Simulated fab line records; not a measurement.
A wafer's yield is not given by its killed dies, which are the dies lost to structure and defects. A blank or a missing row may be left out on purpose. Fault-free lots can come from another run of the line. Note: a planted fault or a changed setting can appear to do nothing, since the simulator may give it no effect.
fab line records	flow n5Finfet
record lots=6	wafers=18	lastDay=16
route steps=1938 shown BEOL_M15@1807 PASSIVATION@1936
lots that met no fault: taken from a fault-free run of the same line
startH: hours from the record's first day to the start of the lot's first wafer shown	waitH: time in hours since the lot's previous step	" repeats the value in the row above	L1.1+2: several wafers, shown together as one row	- no value, or no start was given	* or withheld: withheld	< > ~ a bound
route shown NAME@n: a module of which the file shows steps, and the number in the route of the first	usual: mean/standard deviation taken from wafers without a fault	same: alike in all rows	chamber/n: place in a boat	sites: readings site by site	_std_site: the standard deviation of these	_edge_site: mean of outer sites minus mean of inner sites	radiusMm: for every site, how far away it sits from the centre of the wafer	mask NAME#n: copy n	behind: the tool/chamber that last shaped the wafer	hold: reason for holding the lot/hours on hold/outcome of the hold	device: whichever transistor did not switch (one of n, p or np)	end of line: at the end of the route, the tests of the same wafers	a step given without rows: its recipe and nothing more	killed: dies lost to structure and defects at the first sort, not the wafer's yield	map: the dies of a wafer, with x for killed, . for not killed, _ for no die there
set.NAME: the run value of the setting; set.NAME@STEP: its run value at that earlier step	model.NAME: the simulator's own value behind a step, which no gauge read
lots at selected steps of the route; one table per step, one row per wafer
services: when a tool's chamber went out of use (startH, in hours from the record's first day, below 0 if earlier), for how many hours, and the reason
## steps
# step N5_BEOL_M15_DESCUM_33
# recipe chemistry=O2	timeS=7.9	sourcePowerW=50	biasPowerW=20	pressureMtorr=20	rfFrequencyHz=2.712e+07	tempC=40	o2FlowSccm=225
# usual drypumpMotorCurrentA=5.8/0.68	oesProductAu=0.79/0.089	rfVppV=242.6/1.6	showerheadPlenumPTorr=2.07/0.084	throttleValvePct=20.39/0.19
lot.wafer	tool	chamber	startH	waitH	drypumpMotorCurrentA	oesProductAu	rfHoursCounterH	rfVppV	showerheadPlenumPTorr	throttleValvePct
L798.2	rieDiel-03	0	259.37	1.1	5.4	0.69	253	241.3	2.16	20.46
L798.4	"	1	"	"	5.4	0.72	-	244.7	2.17	20.34
L798.6	"	0	"	"	5.4	0.69	-	243.0	2.15	20.46
L804.3	rieDiel-01	1	294.24	0.0	5.8	0.84	71	245.7	2.21	20.27
L804.5	"	3	"	"	4.9	0.89	-	243.6	2.13	20.04
L804.6	"	2	"	"	6.3	0.72	-	245.1	2.15	20.73
L803.2	rieDiel-05	2	297.62	0.6	6.2	0.69	212	241.4	2.00	20.69
L803.3	"	1	"	"	6.0	0.91	29	242.4	2.05	20.40
L803.5	"	3	"	"	6.8	0.74	-	242.5	1.99	20.44
L808.1	rieDiel-05	2	328.34	0.0	6.2	0.69	220	241.1	1.99	20.69
L808.3	"	1	"	"	6.0	0.89	37	243.1	2.05	20.42
L808.4	"	3	"	"	6.8	0.75	191	240.1	1.98	20.46
L811.2	rieDiel-05	0	333.05	0.0	4.7	0.82	85	242.7	2.02	20.22
L811.4	"	2	"	"	6.3	0.69	221	241.6	1.99	20.69
L811.5	"	1	"	"	6.0	0.88	-	243.3	2.05	20.43
L814.2	rieDiel-05	2	372.03	0.5	6.2	0.68	233	241.6	1.99	20.72
L814.3	"	0	"	"	4.7	0.80	96	240.7	2.02	20.23
L814.6	"	3	"	"	6.8	0.72	-	240.9	1.98	20.48
# step N5_BEOL_M15_ETCH_61
# recipe chemistry=N2/H2	target=BARC	targetDepthA=890	overetchA=267	timeS=67.9	ionEnergyEv=200	pressureMtorr=30	sourceW=840	biasW=150	n2FlowSccm=200	h2FlowSccm=200
# usual drypumpMotorCurrentA=5.8/0.68	oesProductAu=0.68/0.071	rfVppV=523/3	showerheadPlenumPTorr=2.51/0.1	throttleValvePct=17.86/0.21
lot.wafer	tool	chamber	startH	waitH	drypumpMotorCurrentA	oesProductAu	rfHoursCounterH	rfVppV	showerheadPlenumPTorr	throttleValvePct
L798.2	rieDiel-03	0	259.40	0.0	5.4	0.59	253	526	2.60	17.95
L798.4	"	1	"	"	5.4	0.61	-	527	2.63	17.78
L798.6	"	0	"	"	5.3	0.59	-	524	2.60	17.96
L804.3	rieDiel-01	1	294.28	0.0	5.8	0.72	71	527	2.68	17.63
L804.5	"	3	"	"	4.9	0.75	-	525	2.60	17.52
L804.6	"	2	"	"	6.4	0.61	-	527	2.63	18.38
L803.2	rieDiel-05	2	297.66	0.0	6.2	0.59	212	519	2.41	17.99
L803.3	"	1	"	"	6.0	0.76	29	520	2.50	18.02
L803.5	"	3	"	"	6.8	0.64	-	521	2.43	17.97
L808.1	rieDiel-05	2	328.37	0.0	6.2	0.59	220	519	2.41	18.02
L808.3	"	1	"	"	6.0	0.75	37	524	2.50	18.03
L808.4	"	3	"	"	6.8	0.64	191	520	2.43	17.97
L811.2	rieDiel-05	0	333.09	0.0	4.7	0.69	85	521	2.46	17.68
L811.4	"	2	"	"	6.3	0.59	221	520	2.41	18.02
L811.5	"	1	"	"	6.0	0.75	-	522	2.50	18.05
L814.2	rieDiel-05	2	372.06	0.0	6.2	0.58	233	521	2.40	18.05
L814.3	"	0	"	"	4.7	0.68	96	523	2.45	17.70
L814.6	"	3	"	"	6.8	0.62	-	522	2.42	17.98
# step N5_BEOL_M15_TRENCH_ETCH_34
# recipe chemistry=C4F8/O2/Ar	target=SiO2	targetDepthA=8729.3	heInnerTorr=15	heOuterTorr=30	timeS=199	ionEnergyEv=800	pressureMtorr=20	sourceW=1905	biasW=2040	Ar_flow_sccm=400	C4F8_flow_sccm=16	O2_flow_sccm=12
# step N5_BEOL_M15_STRIP_36
# recipe chemistry=O2	powerW=600	tempC=60	pressureMtorr=30	rfFrequencyHz=6e+07	biasPowerW=0	overashFraction=0.3	o2FlowSccm=225
# usual drypumpMotorCurrentA=5.7/0.65	oesProductAu=0.80/0.091	rfVppV=3.8/1	showerheadPlenumPTorr=2.08/0.088	throttleValvePct=16.62/0.21
lot.wafer	tool	chamber	startH	waitH	drypumpMotorCurrentA	oesProductAu	rfHoursCounterH	rfVppV	showerheadPlenumPTorr	throttleValvePct
L798.2	rieDiel-01	1	259.73	0.1	5.8	0.86	59	4.5	2.22	16.49
L798.4	"	3	"	"	4.9	0.89	-	3.1	2.14	16.25
L798.6	"	1	"	"	5.8	0.86	-	5.0	2.22	16.49
L804.3	rieDiel-05	1	297.86	3.3	6.0	0.90	29	3.8	2.06	16.59
L804.5	"	0	"	"	4.7	0.83	-	2.2	2.03	16.47
L804.6	"	1	"	"	6.0	0.90	-	4.1	2.05	16.60
L803.2	rieDiel-03	2	297.98	0.1	5.1	0.72	187	4.0	2.18	16.68
L803.3	"	3	"	"	5.3	0.73	165	5.1	1.92	16.53
L803.5	"	0	"	"	5.4	0.97	-	3.2	2.16	16.32
L808.1	rieDiel-05	3	329.01	0.4	6.8	0.73	191	3.6	1.99	16.77
L808.3	"	0	"	"	4.7	0.81	84	3.8	2.02	16.44
L808.4	"	2	"	"	6.2	0.68	220	3.9	2.00	16.97
L811.2	rieDiel-05	0	335.93	2.6	4.7	0.82	86	3.0	2.02	16.48
L811.4	"	1	"	"	6.0	0.88	39	4.2	2.05	16.61
L811.5	"	3	"	"	6.8	0.74	-	5.2	1.99	16.75
L814.2	rieDiel-05	2	374.05	1.7	6.2	0.68	234	4.2	1.99	17.00
L814.3	"	1	"	"	6.0	0.86	50	3.9	2.05	16.60
L814.6	"	2	"	"	6.2	0.69	-	5.1	1.99	16.97
# step N5_BEOL_M15_STRIP_62
# recipe chemistry=O2	powerW=600	tempC=60	pressureMtorr=30	rfFrequencyHz=6e+07	biasPowerW=0	overashFraction=0.3	o2FlowSccm=225
# step N5_BEOL_M15_STRIP_37
# recipe chemistry=O2	powerW=600	tempC=60	pressureMtorr=30	rfFrequencyHz=6e+07	biasPowerW=0	overashFraction=0.3	o2FlowSccm=225
# step N5_BEOL_M15_ETCH_38
# recipe chemistry=CF4/N2	target=SiCN	targetDepthA=1064	taperDeg=2	timeS=120.5	ionEnergyEv=150	maskMaterial=SiO2	pressureMtorr=40	sourceW=430	biasW=70	Ar_flow_sccm=100	cf4FlowSccm=60	n2FlowSccm=60
# step N5_BEOL_M15_PRECLEAN_39
# recipe chemistry=residueRemover	timeS=60	tempC=40
# step N5_BEOL_M15_SRD_40
# recipe timeS=30	tempC=23	rinseLiquid=diw	dry=n2Spin	spinRpm=1500	dryTimeS=30
# step N5_BEOL_M15_DEGAS_41
# recipe ambient=vacuum	tempC=300	timeS=60
# usual heaterPowerW=478/49
lot.wafer	tool	chamber	startH	waitH	heaterPowerW
L798.2	pvdSputter-01	-	261.77	1.7	400
L798.4	"	-	"	"	450
L798.6	"	-	"	"	525
L804.3	pvdSputter-02	-	298.42	0.2	461
L804.5	"	-	"	"	448
L804.6	"	-	"	"	554
L803.2	pvdSputter-01	-	298.49	0.2	501
L803.3	"	-	"	"	408
L803.5	"	-	"	"	515
L808.1	pvdSputter-02	-	329.81	0.5	552
L808.3	"	-	"	"	448
L808.4	"	-	"	"	424
L811.2	pvdSputter-03	-	336.77	0.5	427
L811.4	"	-	"	"	543
L811.5	"	-	"	"	434
L814.2	pvdSputter-01	-	374.75	0.4	524
L814.3	"	-	"	"	456
L814.6	"	-	"	"	525
# step N5_BEOL_M15_PRE_CLEAN_42
# recipe gas=H2/He	timeS=30	tempC=300
# step N5_BEOL_M15_SPUTTER_43
# recipe material=TaN	targetThkA=150	tempC=50	biasV=168.6	powerW=15000	chamberPressurePa=0.12	timeS=24.19
# usual biasV=168.6/1.6	throttleValvePct=29.7/1.2
lot.wafer	tool	chamber	startH	waitH	biasV	throttleValvePct
L798.2	pvdSputter-01	-	261.85	0.0	170.4	28.3
L798.4	"	-	"	"	169.2	29.0
L798.6	"	-	"	"	168.6	31.1
L804.3	pvdSputter-02	-	298.50	0.0	169.9	28.3
L804.5	"	-	"	"	172.1	27.8
L804.6	"	-	"	"	171.1	29.9
L803.2	pvdSputter-01	-	298.57	0.0	166.4	30.4
L803.3	"	-	"	"	169.1	28.4
L803.5	"	-	"	"	167.0	30.4
L803.2	pvdSputter-01	-	298.89	0.3	171.7	30.3
L803.3	"	-	"	"	167.4	28.3
L803.5	"	-	"	"	167.9	30.3
L808.1	pvdSputter-02	-	329.89	0.0	168.2	29.7
L808.3	"	-	"	"	170.2	28.1
L808.4	"	-	"	"	167.9	29.7
L808.1	pvdSputter-02	-	330.21	0.3	166.8	29.8
L808.3	"	-	"	"	170.4	28.0
L808.4	"	-	"	"	167.9	29.7
L811.2	pvdSputter-03	-	336.85	0.0	166.7	32.1
L811.4	"	-	"	"	168.9	29.9
L811.5	"	-	"	"	167.5	28.1
L814.2	pvdSputter-01	-	374.83	0.0	167.3	30.4
L814.3	"	-	"	"	168.9	29.1
L814.6	"	-	"	"	168.9	30.4
# step N5_BEOL_M15_SPUTTER_44
# recipe material=Ta	targetThkA=150	tempC=50	biasV=80	powerW=15000	chamberPressurePa=0.07	timeS=24.19
# step N5_BEOL_M15_SPUTTER_45
# recipe material=Cu	targetThkA=1000	tempC=-20	biasV=60	powerW=26000	chamberPressurePa=0.13	timeS=16.67
# step N5_BEOL_M15_ECD_47
# recipe material=Cu	targetThkA=18600
# step N5_BEOL_M15_ANNEAL_48
# recipe tempC=225	timeS=90	ambient=N2
# usual annealTempC=225.01/0.18	wafer_temp_C_max=225.92/0.22
lot.wafer	tool	chamber	startH	waitH	annealTempC	wafer_temp_C_max
L798.2	rtpAnneal-02	0	262.42	0.2	224.81	226.20
L798.4	"	0	"	"	225.12	226.21
L798.6	"	0	"	"	225.31	226.10
L804.3	rtpAnneal-02	0	299.39	0.5	225.21	225.81
L804.5	"	0	"	"	225.07	226.01
L804.6	"	0	"	"	224.92	225.88
L803.2	rtpAnneal-01	0	299.53	0.2	225.51	225.82
L803.3	"	0	"	"	225.31	225.85
L803.5	"	0	"	"	225.24	225.72
L808.1	rtpAnneal-02	0	331.12	0.5	224.92	226.39
L808.3	"	0	"	"	224.96	226.13
L808.4	"	0	"	"	224.88	225.79
L811.2	rtpAnneal-02	0	338.15	1.0	224.99	225.95
L811.4	"	0	"	"	224.91	226.11
L811.5	"	0	"	"	224.91	225.92
L814.2	rtpAnneal-02	0	375.45	0.3	224.82	225.70
L814.3	"	0	"	"	224.94	225.82
L814.6	"	0	"	"	224.81	225.57
# step N5_BEOL_M15_CMP_49
# recipe stopOn=SiO2	tOverpolishS=4.9	downForcePsi=2	platenRpm=80	clearingPlatenDownForcePsi=2	clearingPlatenRpm=80	postCmpClean=cuAlkaline	targetThkNm=850	clearingPlatenPadVelocityMS=1.5917	padVelocityMS=1.5917
# usual barrierFieldEndpointS=11.41/0.2	motorCurrentA=8.3/0.86	overpolishRunS=4.899/0.0098	padLifeWafers=1129/620	retainingRingPressureFrac=1.000/0.0046
lot.wafer	tool	chamber	startH	waitH	barrierFieldEndpointS	motorCurrentA	overpolishRunS	padLifeWafers	retainingRingPressureFrac
L798.4	cmp-04	3	262.67	0.1	11.38	7.9	4.891	1980	1.004
L798.2	"	0	"	"	11.36	8.6	4.911	1981	0.998
L798.6	"	3	"	"	11.60	7.9	4.897	-	1.003
L804.3	cmp-02	1	299.60	0.2	11.31	7.3	4.897	486	1.008
L804.6	"	1	"	"	11.29	7.6	4.900	-	1.013
L804.5	"	2	"	"	11.41	7.3	4.870	-	1.004
L803.2	cmp-04	3	299.78	0.2	16.74	8.2	4.899	261	1.000
L803.3	"	2	"	"	17.33	9.3	4.895	264	1.000
L803.5	"	0	"	"	16.92	8.0	4.902	-	1.011
L808.1	cmp-02	2	331.53	0.4	16.96	7.6	4.896	684	1.000
L808.4	"	3	"	"	17.40	8.4	4.891	685	0.995
L808.3	"	1	"	"	16.95	8.2	4.876	687	0.999
L811.4	cmp-01	1	338.48	0.2	11.51	7.6	4.908	1802	1.001
L811.2	"	2	"	"	11.39	7.0	4.889	1803	0.992
L811.5	"	0	"	"	11.43	9.0	4.889	-	0.990
L814.3	cmp-02	3	375.70	0.2	11.63	8.1	4.913	1044	1.000
L814.2	"	1	"	"	11.51	7.9	4.884	1046	0.999
L814.6	"	0	"	"	11.23	7.6	4.911	-	0.998
# step N5_BEOL_M15_THK_MEAS_50
# recipe thkMeasGauge=xrf	reads=Cu_of_BEOL_M15_ECD_47
# usual M15_THK=831/18
lot.wafer	tool	chamber	startH	waitH	M15_THK[nm]
L798.2	filmMetro-02	-	262.96	-	814
L798.4	"	-	"	"	843
L798.6	"	-	"	"	823
L804.3	filmMetro-02	-	299.90	-	830
L804.5	"	-	"	"	835
L804.6	"	-	"	"	817
L803.2	filmMetro-02	-	300.08	-	771
L803.3	"	-	"	"	808
L803.5	"	-	"	"	800
L808.1	filmMetro-01	-	331.82	-	810
L808.3	"	-	"	"	833
L808.4	"	-	"	"	824
L811.2	filmMetro-01	-	338.70	-	836
L811.4	"	-	"	"	811
L811.5	"	-	"	"	843
L814.2	filmMetro-01	-	376.00	-	826
L814.3	"	-	"	"	850
L814.6	"	-	"	"	835
# step N5_PASSIVATION_PROBE_49
# usual defectLimitedYield=91.1/1.3	killed_at_M0_to_M3=36/10	killed_at_M4_up=14/4.4	killedAtContacts=14/5.7	killedAtFrontEnd=39/9.4	killedAtOther=2.9/2.6	killedDies=105/15	killedOpen=70/12	killedShort=34/7.1	sort_bin_5_function=5.3/0.77	sort_bin_6_memory=3.3/0.66	sort_bin_8_speed=0.00/0.007	sortNPass=1075/15	sortYieldPct=91.1/1.3
# same grossDies=1180	killedAtBackSide=0	sort_bin_4_leakage[%]=0
lot.wafer	tool	chamber	startH	waitH	defectLimitedYield[%]	killed_at_M0_to_M3	killed_at_M4_up	killedAtContacts	killedAtFrontEnd	killedAtOther	killedDies	killedOpen	killedShort	sort_bin_5_function[%]	sort_bin_6_memory[%]	sort_bin_8_speed[%]	sortNPass	sortYieldPct[%]
L798.2	prober-02	-	278.78	0.1	90.7	39	11	11	47	2	110	77	33	5.5	3.6	0	1070	90.7
L798.4	prober-02	-	278.88	0.2	90.6	45	12	6	41	7	111	75	35	5.8	3.4	0	1069	90.6
L798.6	prober-02	-	278.98	0.3	92.0	31	7	12	42	2	94	60	34	4.7	3.1	0	1086	92.0
L804.3	prober-02	-	315.34	0.1	91.6	37	9	10	42	1	99	58	40	5.3	2.8	0	1081	91.6
L804.5	prober-02	-	315.44	0.2	92.5	33	6	7	38	4	88	52	35	4.5	2.5	0	1092	92.5
L804.6	prober-02	-	315.49	0.3	90.2	46	12	18	39	1	116	65	50	5.3	4.4	0	1064	90.2
L808.1	prober-01	-	345.64	0.0	91.9	37	11	7	38	3	96	65	31	3.9	3.9	0	1084	91.9
L808.3	prober-01	-	345.74	0.1	90.3	48	11	13	39	4	115	68	44	5.7	3.1	0	1065	90.3
L808.4	prober-01	-	345.79	0.2	91.8	38	14	14	27	4	97	63	32	4.8	3.2	0	1083	91.8
L811.2	prober-02	-	351.99	0.1	91.6	26	8	24	41	0	99	73	26	5.5	2.7	0	1081	91.6
# killed by level:class
L798.2 FIN_SAQP:geometricParticle:open=13 FIN_SAQP:geometricParticle:short=9 MOL_CONTACT_COAG:geometricParticle:open=9 BEOL_M0_SAQP:geometricParticle:open=9 BEOL_M2:geometricParticle:open=8 DUMMY_GATE:geometricParticle:open=7 BEOL_M3:geometricParticle:open=6 BEOL_M4:geometricParticle:open=6
L798.4 BEOL_M2:geometricParticle:open=12 BEOL_M0_SAQP:geometricParticle:open=9 FIN_SAQP:geometricParticle:open=6 DUMMY_GATE:geometricParticle:open=6 ILD0:geometricParticle:open=6 BEOL_M0_SAQP:geometricParticle:short=6 BEOL_M3:geometricParticle:open=6 MOL_CONTACT_COAG:geometricParticle:open=5
L798.6 MOL_CONTACT_COAG:geometricParticle:open=12 FIN_SAQP:geometricParticle:open=8 BEOL_M0_SAQP:geometricParticle:open=7 DUMMY_GATE:geometricParticle:open=5 BEOL_M3:geometricParticle:short=5 BEOL_M3:geometricParticle:open=5 FIN_SAQP:geometricParticle:short=4 DUMMY_GATE:geometricParticle:short=4
L804.3 BEOL_M0_SAQP:geometricParticle:open=10 FIN_SAQP:geometricParticle:short=9 BEOL_M0_SAQP:geometricParticle:short=9 BEOL_M3:geometricParticle:open=8 MOL_CONTACT_COAG:geometricParticle:open=8 GATE_CUT:geometricParticle:short=7 STI_FIN_REVEAL:geometricParticle:open=6 BEOL_M4:geometricParticle:open=6
L804.5 BEOL_M0_SAQP:geometricParticle:open=11 FIN_SAQP:geometricParticle:short=10 STI_FIN_REVEAL:geometricParticle:open=7 BEOL_M0_SAQP:geometricParticle:short=7 BEOL_M2:geometricParticle:open=6 MOL_CONTACT_COAG:geometricParticle:open=5 STARTING-WAFER:geometricParticle:open=5 FIN_SAQP:geometricParticle:open=4
L804.6 FIN_SAQP:geometricParticle:short=14 MOL_CONTACT_COAG:geometricParticle:open=14 BEOL_M0_SAQP:geometricParticle:open=11 BEOL_M0_SAQP:geometricParticle:short=11 BEOL_M3:geometricParticle:open=11 FIN_SAQP:geometricParticle:open=8 GATE_CUT:geometricParticle:short=8 STI_FIN_REVEAL:geometricParticle:open=6
L808.1 STI_FIN_REVEAL:geometricParticle:open=13 BEOL_M2:geometricParticle:open=9 BEOL_M3:geometricParticle:open=9 BEOL_M2:geometricParticle:short=6 GATE_CUT:geometricParticle:short=5 MOL_CONTACT_COAG:geometricParticle:open=5 FIN_SAQP:geometricParticle:open=4 DUMMY_GATE:geometricParticle:open=4
L808.3 FIN_SAQP:geometricParticle:short=10 BEOL_M0_SAQP:geometricParticle:open=9 BEOL_M1:geometricParticle:open=9 MOL_CONTACT_COAG:geometricParticle:open=8 BEOL_M0_SAQP:geometricParticle:short=8 BEOL_M3:geometricParticle:open=8 STI_FIN_REVEAL:geometricParticle:open=6 BEOL_M2:geometricParticle:open=6
L808.4 MOL_CONTACT_COAG:geometricParticle:open=11 BEOL_M3:geometricParticle:open=9 BEOL_M0_SAQP:geometricParticle:short=8 BEOL_M4:geometricParticle:open=8 BEOL_M0_SAQP:geometricParticle:open=7 BEOL_M1:geometricParticle:open=6 FIN_SAQP:geometricParticle:open=4 BEOL_M1:geometricParticle:short=4
L811.2 MOL_CONTACT_COAG:geometricParticle:open=20 STI_FIN_REVEAL:geometricParticle:open=14 FIN_SAQP:geometricParticle:open=8 BEOL_M2:geometricParticle:open=7 BEOL_M3:geometricParticle:open=7 FIN_SAQP:geometricParticle:short=5 BEOL_M1:geometricParticle:open=5 MOL_CONTACT_COAG:geometricParticle:short=4
## services
tool	chamber	startH	hours	kind
cmp-02	-	238.64	4.0	pm
cmp-02	-	242.64	-	consumableReplace:conditioner
cmp-02	-	242.64	-	consumableReplace:pad
rieDiel-01	2	247.19	13.3	repair
rieDiel-03	2	251.67	11.3	repair
rieDiel-03	0	263.00	-	clean
rieDiel-03	0	263.00	-	consumableReplace:focusRing
rieDiel-03	0	263.00	18.7	scheduledDown
rieDiel-03	0	263.00	18.7	ventCycle
cmp-04	-	265.89	4.0	pm
cmp-04	-	269.89	-	consumableReplace:conditioner
cmp-04	-	269.89	-	consumableReplace:pad
rieDiel-01	2	276.08	10.4	repair
cmp-04	-	288.90	1.0	repair
rieDiel-03	1	291.76	7.9	repair
cmp-01	-	304.58	3.6	pm
cmp-01	-	308.18	7.7	pm
cmp-02	-	310.75	10.9	pm
pvdSputter-01	-	347.55	1.5	repair
rieDiel-03	2	364.20	1.3	repair
rieDiel-03	0	374.44	14.3	repair
## key
firstSign step=N5_BEOL_M15_SPUTTER_43	reading=visit	direction=added
effect step=N5_BEOL_M15_CMP_49	reading=barrierFieldEndpointS	direction=up	sigmas=28	usual=11.41	struck=17.05
metAt N5_BEOL_M15_SPUTTER_43
struckWafers L803.2,L803.3,L803.5,L808.1,L808.3,L808.4
fault kind=repeatedStepWhole	tool=pvdSputter-01,pvdSputter-02,pvdSputter-03	chamber=-	onsetH=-	steps=N5_BEOL_M15_SPUTTER_43	times=1	scope=struckLotsOnly
